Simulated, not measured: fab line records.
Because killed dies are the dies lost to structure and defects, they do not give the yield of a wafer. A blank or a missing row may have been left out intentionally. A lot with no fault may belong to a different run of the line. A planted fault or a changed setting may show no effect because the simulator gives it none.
A struck lot beside a sound one / flow n5Finfet / 15 out of 1938 route steps
Sound: these wafers, L471.2, L471.4, L471.5. Struck: wafer L476.4 (left out: L476.5, L476.6 of the same lot, which were not struck); the cause appears at the end.
Per side, at each step with rows, come the tool, then ch with its chambers, and then its first start. Under that, the readings that differ: sound wafers / struck wafers / difference of the means / sigmas: that difference in standard deviations of wafers without a fault.
alike: readings whose means differ by less than 2 such deviations, and words and numbers that are the same on both sides. not compared: withheld readings, readings that some wafer has no value for, bounds like >300 that may hide the same value, and numbers for which the record gives no deviation and whose values overlap.
The two part at a step that has a row with sigmas, a row that says differs or no value, or rows on one side only. Numbers that don't overlap but have no deviation are shown without sigmas and don't part them. Lack of a reading on every wafer of one side parts them only where that side has two or more wafers.

N5_FIN_CUT_PRECLEAN_35: cleans in vHF, time 13.3 s.
  sound on vaporEtch-02 ch 0,1, day 4 10:29; struck on vaporEtch-02 ch 0, day 5 15:53
  alike: drypumpMotorCurrentA
N5_FIN_CUT_CUT_ETCH_15: etches Si in HBr/Cl2/O2, target depth 100 nm, bt time 10 s, time 42.4 s.
  sound on rieSi-06 ch 1,2,3, day 4 10:34; struck on rieSi-01 ch 1, day 5 15:57
reading=throttleValvePct (%); sound=37.3 37.8 37.9; struck=36.9; difference=-0.8; sigmas=-2
  alike: HBr_flow_sccm, chamberPressureMTorr, drypumpMotorCurrentA, oes_o_777_au, oesProductAu
  not compared: rfHoursCounterH
N5_FIN_CUT_CUT_ETCH_28: etches Si in HBr/Cl2/O2, target depth 6 nm, time 2.4 s.
  sound on rieSi-06 ch 1,2,3, day 4 10:37; struck on rieSi-01 ch 1, day 5 16:00
reading=throttleValvePct (%); sound=37.3 37.8 37.9; struck=36.9; difference=-0.8; sigmas=-2
  alike: HBr_flow_sccm, chamberPressureMTorr, drypumpMotorCurrentA, oes_o_777_au, oesProductAu
  not compared: rfHoursCounterH
N5_FIN_CUT_STRIP_22: strips in N2/H2.
  sound on rieDiel-06 ch 0,2,3, day 4 10:46; struck on rieDiel-03 ch 0, day 5 16:04
reading=showerheadPlenumPTorr (Torr); sound=3.13 3.29 3.24; struck=3.50; difference=+0.28; sigmas=+2
  alike: biasPowerW, chamberPressureMTorr, drypumpMotorCurrentA, oesProductAu, rfVppV, throttleValvePct
  not compared: rfHoursCounterH
then, 3 steps without rows for these wafers: N5_FIN_CUT_PRECLEAN_36 (cleans in O3/DIW, time 60 s); N5_FIN_CUT_SRD_32 (time 30 s); N5_FIN_CUT_UV_OZONE_34 (time 120 s).
N5_FIN_CUT_INSPECT_17: inspects for defects (brightfield).
  sound on defectInspect-01, day 4 10:56; struck on defectInspect-01, day 5 16:14
reading=rawDefectCount; sound=151 234 156; struck=344; difference=+164; sigmas=+3
N5_STI_FIN_REVEAL_ALD_00: deposits SiO2, target thk 1 nm, pulse time 1 s.
  sound on aldSin-02 ch 0,1, day 4 10:58; struck on aldSin-02 ch 1, day 5 16:18
  alike: heaterPowerW, precursorPulseHeightRel
then, 3 steps without rows for these wafers: N5_STI_FIN_REVEAL_ALD_14 (deposits Si3N4, target thk 3 nm); N5_STI_FIN_REVEAL_FCVD_FILL_01 (material SiO2 flowable, target thk 312 nm, time 512.2 s); N5_STI_FIN_REVEAL_DENSIFY_02 (time 1800 s).
N5_STI_FIN_REVEAL_CMP_04: polishes, stops on Si3N4, t overpolish 4 s, target thk 131.83 nm.
  sound on cmp-01 ch 0,1,2, day 4 16:49; struck on cmp-02 ch 1, day 5 21:37
reading=timeToEndpointS (s); sound=115 104 100; struck=227; difference=+121; sigmas=+16
  alike: motorCurrentA, overpolishRunS
N5_STI_FIN_REVEAL_THK_MEAS_05:
  sound on filmMetro-02, day 4 17:06; struck on filmMetro-02, day 5 21:50
  alike: thkNm
after that, 1 step had no rows for these wafers: N5_PASSIVATION_PROBE_49.

== WHERE THEY PART ==
Last at N5_STI_FIN_REVEAL_CMP_04 as far as this record goes, first at N5_FIN_CUT_CUT_ETCH_15. Later steps at which nothing parts them and some readings are alike: N5_STI_FIN_REVEAL_THK_MEAS_05.

WHY: the cause the simulator had injected
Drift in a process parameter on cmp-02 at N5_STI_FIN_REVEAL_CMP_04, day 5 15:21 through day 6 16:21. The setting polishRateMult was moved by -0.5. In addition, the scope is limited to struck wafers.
